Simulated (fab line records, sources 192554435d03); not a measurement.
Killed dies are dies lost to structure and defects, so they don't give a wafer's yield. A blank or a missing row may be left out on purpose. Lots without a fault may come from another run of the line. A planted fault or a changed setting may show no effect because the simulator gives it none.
Chamber matching | flow n5_finfet | N5_BEOL_M10_ILD_DEP_00 on pecvd-02: 3 sister chambers
The step deposits SiCOH lowk from DEMS/porogen, target thk 308.51 nm, time 58 s. 18 wafers are shown with their chamber, then 9 later ones without.

WAFERS WITH THEIR CHAMBER
wafer  | chamber | throttle_valve_pct (%) | heater_power_w (W) | showerhead_plenum_p_Torr (Torr)
L075.3 | 0       | 13.9                   | 325                | 5.721
L075.5 | 0       | 14.0                   | 331                | 5.714
L075.6 | 1       | 14.5                   | 364                | 5.743
L079.3 | 2       | 12.6                   | 275                | 5.743
L079.5 | 2       | 12.8                   | 277                | 5.725
L079.6 | 1       | 14.5                   | 370                | 5.753
L081.2 | 2       | 12.8                   | 253                | 5.744
L081.4 | 2       | 12.7                   | 255                | 5.722
L081.6 | 1       | 14.1                   | 348                | 5.746
L084.3 | 1       | 14.4                   | 385                | 5.748
L084.4 | 1       | 14.4                   | 387                | 5.751
L084.5 | 2       | 12.6                   | 267                | 5.734
L087.2 | 1       | 14.1                   | 337                | 5.755
L087.3 | 2       | 12.8                   | 226                | 5.742
L087.6 | 0       | 13.8                   | 348                | 5.727
L091.1 | 1       | 14.5                   | 340                | 5.760
L091.3 | 2       | 12.7                   | 250                | 5.747
L091.4 | 2       | 12.7                   | 260                | 5.738

SIGNATURES (means of the wafers above)
reading                  | chamber 0 | chamber 1 | chamber 2 | scatter within a chamber
throttle_valve_pct       | 13.900    | 14.357    | 12.713    | 0.133
heater_power_w           | 334.67    | 361.57    | 257.88    | 17.6
showerhead_plenum_p_Torr | 5.72067   | 5.75086   | 5.73688   | 0.00763
Rule: a wafer's distance from a chamber is the root of the sum, over the readings, of the square of ((its reading less the chamber's mean) divided by the reading's scatter). The wafer belongs to the nearest chamber; if the next one is less than 2 further off, it can't be placed. The scatter: the root of (the sum of the squares of (reading less its chamber's mean) over the shown wafers, divided by (wafers less chambers)).

WAFERS WITHOUT THEIR CHAMBER
wafer  | throttle_valve_pct (%) | heater_power_w (W) | showerhead_plenum_p_Torr (Torr)
L092.2 | 14.1                   | 371                | 5.715
L092.4 | 14.0                   | 367                | 5.720
L092.6 | 14.0                   | 296                | 5.739
L094.2 | 12.7                   | 253                | 5.738
L094.3 | 14.2                   | 329                | 5.718
L094.5 | 14.3                   | 388                | 5.748
L095.1 | 14.0                   | 367                | 5.715
L095.2 | 12.7                   | 242                | 5.724
L095.4 | 12.8                   | 247                | 5.732

WHICH CHAMBER EACH WENT THROUGH
wafer  | from the rows above     | in truth
L092.2 | 0                       | 0
L092.4 | 0                       | 0
L092.6 | can't be placed: 0 or 1 | 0
L094.2 | 2                       | 2
L094.3 | 0                       | 0
L094.5 | 1                       | 1
L095.1 | 0                       | 0
L095.2 | 2                       | 2
L095.4 | 2                       | 2
Placed correctly: 8 of 9. Can't be placed from these rows: 1 (the true chamber is among the candidates in 1). Placed wrongly: 0.
